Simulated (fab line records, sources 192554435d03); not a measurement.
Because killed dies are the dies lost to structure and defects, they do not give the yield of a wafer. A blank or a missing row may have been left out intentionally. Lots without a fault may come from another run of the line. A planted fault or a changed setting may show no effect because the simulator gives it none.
Matching of chambers ; flow n5Finfet ; rieDiel-05 running N5_HKMG_FIN_ETCH_35: 4 sister chambers
The step etches SOC in N2/H2, target depth 215.8 nm, time 243.4 s. 16 wafers are shown with their chamber, then 8 later ones without.

## WAFERS PAIRED WITH THEIR CHAMBERS
wafer;chamber;showerheadPlenumPTorr (Torr);drypumpMotorCurrentA (A);throttleValvePct (%)
L074.2;3;2.62;5.5;17.95
L074.3;0;2.45;6.5;17.72
L074.6;0;2.45;6.4;17.72
L075.3;0;2.45;6.5;17.70
L075.4;1;2.61;5.2;18.02
L075.6;1;2.61;5.2;18.03
L076.2;3;2.61;5.5;17.96
L076.5;0;2.45;6.5;17.71
L076.6;1;2.61;5.2;18.03
L083.3;3;2.61;5.5;18.01
L083.5;3;2.61;5.6;18.01
L083.6;0;2.44;6.4;17.75
L089.1;3;2.60;5.5;18.04
L089.2;2;2.69;5.2;17.22
L089.3;1;2.60;5.1;18.09
L094.2;1;2.59;5.1;17.72

SIGNATURES (means of the wafers above)
reading;chamber 0;chamber 1;chamber 2;chamber 3;scatter within a chamber
showerheadPlenumPTorr;2.4480;2.6040;2.6900;2.6100;0.00707
drypumpMotorCurrentA;6.460;5.160;5.200;5.520;0.0516
throttleValvePct;17.7200;17.9780;17.2200;17.9940;0.0882
Rule: a wafer's distance from a chamber is the root of the sum, over the readings, of the square of ((its reading less the chamber's mean) divided by the reading's scatter). If the next closest chamber is less than 2 further off than the closest, the wafer can't be placed; otherwise it belongs to the closest. The scatter is the square root of a quotient: the sum, over the shown wafers, of each reading's squared deviation from its chamber's mean, divided by wafers minus chambers.

## WAFERS MISSING THEIR CHAMBER
wafer;showerheadPlenumPTorr (Torr);drypumpMotorCurrentA (A);throttleValvePct (%)
L094.3;2.43;6.4;17.78
L094.6;2.59;5.5;18.05
L092.4;2.59;5.6;18.06
L092.5;2.59;5.1;17.69
L092.6;2.43;6.4;17.79
L096.1;2.68;5.2;17.24
L096.3;2.43;6.5;17.80
L096.5;2.43;6.5;17.80

## WHICH CHAMBER EACH ONE RAN IN
wafer;from the rows above;in truth
L094.3;0;0
L094.6;3;3
L092.4;3;3
L092.5;1;1
L092.6;0;0
L096.1;2;2
L096.3;0;0
L096.5;0;0
Correct placement for 8 of the 8. Not placeable from these rows: 0. Wrongly placed: 0.
